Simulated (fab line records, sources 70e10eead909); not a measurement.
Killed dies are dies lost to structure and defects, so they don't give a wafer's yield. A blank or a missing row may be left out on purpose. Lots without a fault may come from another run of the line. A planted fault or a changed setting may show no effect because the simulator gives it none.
Which tool did it? | flow nand_harc | 11 lots, 32 wafers sampled, at 5 steps of a route of 1159

WHAT THE GAUGES READ, wafer by wafer
NHARC_P_M0_CD_MEAS_09: target cd 90 nm. Usual: cd_nm 89.7 nm, standard deviation 0.51.
lot  | measured     | on        | cd_nm (nm)        | flag
L510 | day 6 01:16  | cd_sem-02 | 89.8 91.0 90.4    |
L514 | day 6 16:56  | cd_sem-01 | 88.8 89.2 89.2    |
L516 | day 7 13:10  | cd_sem-03 | 89.8 89.3 89.7    |
L517 | day 7 13:48  | cd_sem-01 | 90.3 90.3 90.0    |
L519 | day 8 00:48  | cd_sem-01 | 89.0 89.0 89.9    |
L522 | day 9 02:30  | cd_sem-02 | 89.6 89.9 89.4    |
L527 | day 10 01:03 | cd_sem-02 | 105.2 105.3       | OFF
L529 | day 10 17:06 | cd_sem-01 | 102.5 102.4 102.1 | OFF
L530 | day 10 22:00 | cd_sem-03 | 89.6 89.4 89.1    |
L531 | day 11 05:11 | cd_sem-02 | 89.8 89.7 89.9    |
L533 | day 11 15:09 | cd_sem-02 | 89.7 89.5 90.0    |

NHARC_P_M0_THK_MEAS_24: measures by xrf. Usual: thk_nm 117.8 nm, standard deviation 1.1.
lot  | measured     | on            | thk_nm (nm)       | flag
L510 | day 6 03:52  | film_metro-01 | 118.0 116.2 116.2 |
L514 | day 6 19:27  | film_metro-01 | 118.2 119.5 118.1 |
L516 | day 7 15:39  | film_metro-02 | 117.4 116.3 119.0 |
L517 | day 7 16:17  | film_metro-01 | 117.4 116.9 117.5 |
L519 | day 8 03:19  | film_metro-01 | 118.3 120.9 120.6 |
L522 | day 9 05:19  | film_metro-02 | 117.0 117.7 117.8 |
L527 | day 10 03:35 | film_metro-02 | 118.0 118.1       |
L529 | day 10 19:40 | film_metro-02 | 117.9 117.0 117.0 |
L530 | day 11 00:33 | film_metro-01 | 117.8 119.0 117.5 |
L531 | day 11 07:44 | film_metro-02 | 118.0 117.2 117.6 |
L533 | day 11 17:40 | film_metro-01 | 117.6 117.1 117.0 |

WHICH TOOL RAN EACH LOT (tool, then ch and the chambers of the sampled wafers, then the start)
lot  | NHARC_P_CONTACT_ETCH_36                       | NHARC_P_M0_EXPOSE_06               | NHARC_P_M0_ETCH_15
L510 | rie_diel-06 ch 0,1,3, day 6 01:07 or earlier  | arfi_scanner-01 ch 0, day 6 01:07  | rie_diel-10 ch 0,2, day 6 03:52 or earlier
L514 | rie_diel-05 ch 1,2,3, day 6 16:47 or earlier  | arfi_scanner-02 ch 0, day 6 16:47  | rie_diel-04 ch 0,1,3, day 6 19:27 or earlier
L516 | rie_diel-12 ch 1,2,3, day 7 13:02 or earlier  | arfi_scanner-03 ch 0, day 7 13:02  | rie_diel-10 ch 0,2,3, day 7 15:39 or earlier
L517 | rie_diel-12 ch 1,3, day 7 13:40 or earlier    | arfi_scanner-01 ch 0, day 7 13:40  | rie_diel-03 ch 0,2, day 7 16:17 or earlier
L519 | rie_diel-12 ch 0,2,3, day 8 00:40 or earlier  | arfi_scanner-02 ch 0, day 8 00:40  | rie_diel-10 ch 0,3, day 8 03:19 or earlier
L522 | rie_diel-12 ch 0,1,3, day 9 02:22 or earlier  | arfi_scanner-03 ch 0, day 9 02:22  | rie_diel-03 ch 0,2,3, day 9 05:19 or earlier
L527 | rie_diel-12 ch 1,3, day 10 00:55 or earlier   | arfi_scanner-03 ch 0, day 10 00:55 | rie_diel-04 ch 0,3, day 10 03:35 or earlier
L529 | rie_diel-12 ch 0,1,2, day 10 16:58 or earlier | arfi_scanner-03 ch 0, day 10 16:58 | rie_diel-04 ch 0,1, day 10 19:40 or earlier
L530 | rie_diel-12 ch 0,1,3, day 10 21:52 or earlier | arfi_scanner-01 ch 0, day 10 21:52 | rie_diel-04 ch 0,1,3, day 11 00:33 or earlier
L531 | rie_diel-12 ch 1,2,3, day 11 05:03 or earlier | arfi_scanner-02 ch 0, day 11 05:03 | rie_diel-04 ch 0,2,3, day 11 07:44 or earlier
L533 | rie_diel-12 ch 1,2, day 11 15:01 or earlier   | arfi_scanner-02 ch 0, day 11 15:01 | rie_diel-10 ch 0,2, day 11 17:40 or earlier
- NHARC_P_CONTACT_ETCH_36: etches the open film in N2/H2, target depth 260 nm, time 406.25 s.
- NHARC_P_M0_EXPOSE_06: exposes mask P M0, target cd 90 nm.
- NHARC_P_M0_ETCH_15: etches the open film in C4F8/Ar, target depth 150 nm, overetch 15 nm, time 82.5 s.

WHAT THE TOOLS THEMSELVES READ (means of the sampled wafers that have a number; where no wafer has one, the mark that the record gives instead)
NHARC_P_CONTACT_ETCH_36. Usual: drypump_motor_current_A 5.8 A, standard deviation 0.48; oes_product_au 0.997 a.u., standard deviation 0.0072; rf_vpp_V 430.6 V, standard deviation 2.6; showerhead_plenum_p_Torr 2.04 Torr, standard deviation 0.094; throttle_valve_pct 14.170 %, standard deviation 0.0079.
lot  | tool        | drypump_motor_current_A (A) | oes_product_au (a.u.) | rf_vpp_V (V) | showerhead_plenum_p_Torr (Torr) | throttle_valve_pct (%) | flag
L510 | rie_diel-06 | 5.0                         | 1.006                 | 433.6        | 2.16                            | 14.161                 |
L514 | rie_diel-05 | 5.8                         | 1.000                 | 429.5        | 2.01                            | 14.168                 |
L516 | rie_diel-12 | 5.7                         | 1.006                 | 431.5        | 2.07                            | 14.171                 |
L517 | rie_diel-12 | 5.5                         | 1.003                 | 433.2        | 2.12                            | 14.173                 |
L519 | rie_diel-12 | 6.1                         | 0.998                 | 429.6        | 2.02                            | 14.167                 |
L522 | rie_diel-12 | 5.9                         | 0.993                 | 431.1        | 2.07                            | 14.176                 |
L527 | rie_diel-12 | 5.6                         | 0.998                 | 433.0        | 2.12                            | 14.172                 |
L529 | rie_diel-12 | 5.9                         | 0.993                 | 429.8        | 2.02                            | 14.171                 |
L530 | rie_diel-12 | 5.9                         | 0.996                 | 431.1        | 2.07                            | 14.172                 |
L531 | rie_diel-12 | 5.6                         | 0.993                 | 431.2        | 2.06                            | 14.176                 |
L533 | rie_diel-12 | 5.6                         | 0.989                 | 432.1        | 2.07                            | 14.168                 |

NHARC_P_M0_EXPOSE_06. Usual: exposure_dose_mJ_cm2 81.24, standard deviation 0.096; focus_offset_nm 0.0 nm, standard deviation 0.52.
lot  | tool            | exposure_dose_mJ_cm2 | focus_offset_nm (nm) | flag
L510 | arfi_scanner-01 | 81.21                | -0.2                 |
L514 | arfi_scanner-02 | 81.27                | 0.5                  |
L516 | arfi_scanner-03 | 81.33                | 0.3                  |
L517 | arfi_scanner-01 | 81.21                | -0.0                 |
L519 | arfi_scanner-02 | 81.31                | 0.3                  |
L522 | arfi_scanner-03 | 81.31                | 0.3                  |
L527 | arfi_scanner-03 | 103.78               | -0.3                 | OFF
L529 | arfi_scanner-03 | 99.31                | -0.3                 | OFF
L530 | arfi_scanner-01 | 81.12                | 0.1                  |
L531 | arfi_scanner-02 | 81.20                | -0.5                 |
L533 | arfi_scanner-02 | 81.22                | -0.1                 |

NHARC_P_M0_ETCH_15. Usual: oes_product_au 0.954 a.u., standard deviation 0.023; rf_vpp_V 441.5 V, standard deviation 2.9.
lot  | tool        | oes_product_au (a.u.) | rf_vpp_V (V) | flag
L510 | rie_diel-10 | 0.976                 | 445.9        |
L514 | rie_diel-04 | 0.964                 | 440.7        |
L516 | rie_diel-10 | 0.923                 | 443.2        |
L517 | rie_diel-03 | 0.925                 | 438.3        |
L519 | rie_diel-10 | 0.969                 | 444.4        |
L522 | rie_diel-03 | 0.918                 | 440.2        |
L527 | rie_diel-04 | 0.978                 | 442.1        |
L529 | rie_diel-04 | 0.923                 | 440.9        |
L530 | rie_diel-04 | 0.920                 | 440.8        |
L531 | rie_diel-04 | 0.929                 | 442.5        |
L533 | rie_diel-10 | 0.968                 | 445.2        |

THE ANSWER, worked out from the rows above alone
Rule: a lot is off if the mean of its wafers that have a number lies more than 3 standard deviations from the usual mean. A lot without any number at a reading at which 4 lots or more have one is off too. The other lots that the step has rows for count as sound. The gauges are gone through in route order, then the tools' own readings, and for those a lot's mean is taken as printed above. The first step at which some lot is off is used, and at that step the reading that is off furthest; a lot without a number counts as furthest.
Off: L527, L529, at NHARC_P_M0_CD_MEAS_09 (cd_nm).
A tool fits if, at a process step before that reading, it ran every lot that is off, and no sound lot after the first of them. The gauges at NHARC_P_M0_CD_MEAS_09 aren't tried: what is off there is off at NHARC_P_M0_EXPOSE_06 too, on other tools, and a gauge's error can't cause that. NHARC_P_CONTACT_ETCH_36 gives no start for some lots, so the hours and the order of its lots are those of NHARC_P_M0_EXPOSE_06. One fits: arfi_scanner-03 at NHARC_P_M0_EXPOSE_06. Its last sound lot is L522 (day 9 02:22), its first lot that is off L527 (day 10 00:55): a fault that began between those two fits.
The tool's own readings at NHARC_P_M0_EXPOSE_06 bear it out: on the lots that are off they differ by more than 5 times the standard deviation of the sound lots' means. exposure_dose_mJ_cm2 reads 101.55 there against 81.24 on the sound lots.

WHAT THE SIMULATOR HAD PUT IN
Process parameter drift: arfi_scanner-03, from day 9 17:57 on, at NHARC_P_M0_EXPOSE_06. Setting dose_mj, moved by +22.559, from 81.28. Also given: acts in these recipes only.
Lots struck among those shown: L527, L529. The rule above found the same.
